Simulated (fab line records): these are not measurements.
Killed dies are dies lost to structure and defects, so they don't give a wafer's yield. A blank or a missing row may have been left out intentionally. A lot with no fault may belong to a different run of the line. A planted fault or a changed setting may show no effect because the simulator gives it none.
Chamber matching	flow n5-finfet	4 sister chambers for N5_HKMG_FIN_STRIP_89 on rie-diel-01
The step strips SOC in N2/H2, time 20 s. 33 wafers are shown with their chamber, then 12 later ones without.

== EACH WAFER AND ITS CHAMBER ==
wafer	chamber	showerhead-plenum-p-Torr (Torr)	throttle-valve-pct (%)	oes-product-au (a.u.)
L074.4	3	3.58	18.87	0.93
L074.5	1	3.32	19.14	0.71
L074.6	2	3.59	19.21	0.95
L075.2	3	3.58	18.85	0.93
L075.4	2	3.59	19.20	0.95
L075.6	0	3.33	19.06	0.75
L076.1	1	3.32	19.16	0.72
L076.2	3	3.58	18.88	0.93
L076.5	1	3.32	19.15	0.71
L077.1	1	3.32	19.16	0.72
L077.3	0	3.32	19.06	0.73
L077.5	1	3.32	19.14	0.71
L078.2	0	3.32	19.08	0.74
L078.4	1	3.32	19.17	0.71
L078.5	0	3.32	19.09	0.74
L080.1	2	3.58	19.25	0.92
L080.3	3	3.57	18.88	0.90
L080.6	0	3.32	19.10	0.73
L084.1	2	3.58	19.24	0.90
L084.3	1	3.31	19.19	0.71
L084.6	2	3.58	19.24	0.91
L086.3	1	3.31	19.20	0.70
L086.4	0	3.31	19.10	0.71
L086.5	1	3.31	19.19	0.70
L087.3	2	3.58	19.26	0.89
L087.5	2	3.58	19.27	0.88
L087.6	1	3.31	19.19	0.70
L089.1	1	3.31	19.20	0.69
L089.3	2	3.57	19.27	0.89
L089.4	3	3.56	18.93	0.88
L090.2	2	3.57	19.26	0.88
L090.3	3	3.56	18.92	0.87
L090.4	0	3.31	19.12	0.72

SIGNATURES, as means of the wafers listed above
reading	chamber 0	chamber 1	chamber 2	chamber 3	scatter within a chamber
showerhead-plenum-p-Torr	3.3186	3.3155	3.5800	3.5717	0.00705
throttle-valve-pct	19.0871	19.1718	19.2444	18.8883	0.0249
oes-product-au	0.7314	0.7073	0.9078	0.9067	0.02
Rule: a wafer's distance from a chamber is the root of the sum, over the readings, of the square of ((its reading less the chamber's mean) divided by the reading's scatter). If the next closest chamber is less than 2 further off than the closest, the wafer can't be placed; otherwise it belongs to the closest. The scatter is the square root of a quotient: the sum, over the shown wafers, of each reading's squared deviation from its chamber's mean, divided by wafers minus chambers.

== WAFERS WITH NO CHAMBER GIVEN ==
wafer	showerhead-plenum-p-Torr (Torr)	throttle-valve-pct (%)	oes-product-au (a.u.)
L091.3	3.30	19.20	0.69
L091.5	3.31	19.13	0.72
L091.6	3.30	19.22	0.69
L092.2	3.57	19.29	0.87
L092.5	3.30	19.20	0.69
L092.6	3.57	19.28	0.86
L094.1	3.56	18.94	0.86
L094.5	3.56	18.95	0.86
L094.6	3.57	19.30	0.86
L095.2	3.57	19.30	0.86
L095.3	3.30	19.14	0.70
L095.5	3.57	19.29	0.87

== EACH ONE'S CHAMBER ==
wafer	from the rows above	in truth
L091.3	1	1
L091.5	can't be placed: 1 or 0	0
L091.6	1	1
L092.2	2	2
L092.5	1	1
L092.6	2	2
L094.1	3	3
L094.5	3	3
L094.6	2	2
L095.2	2	2
L095.3	can't be placed: 1 or 0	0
L095.5	2	2
Correct placement for 10 of the 12. These rows do not allow placing 2 (true chamber among the candidates in 2). Wrongly placed: 0.
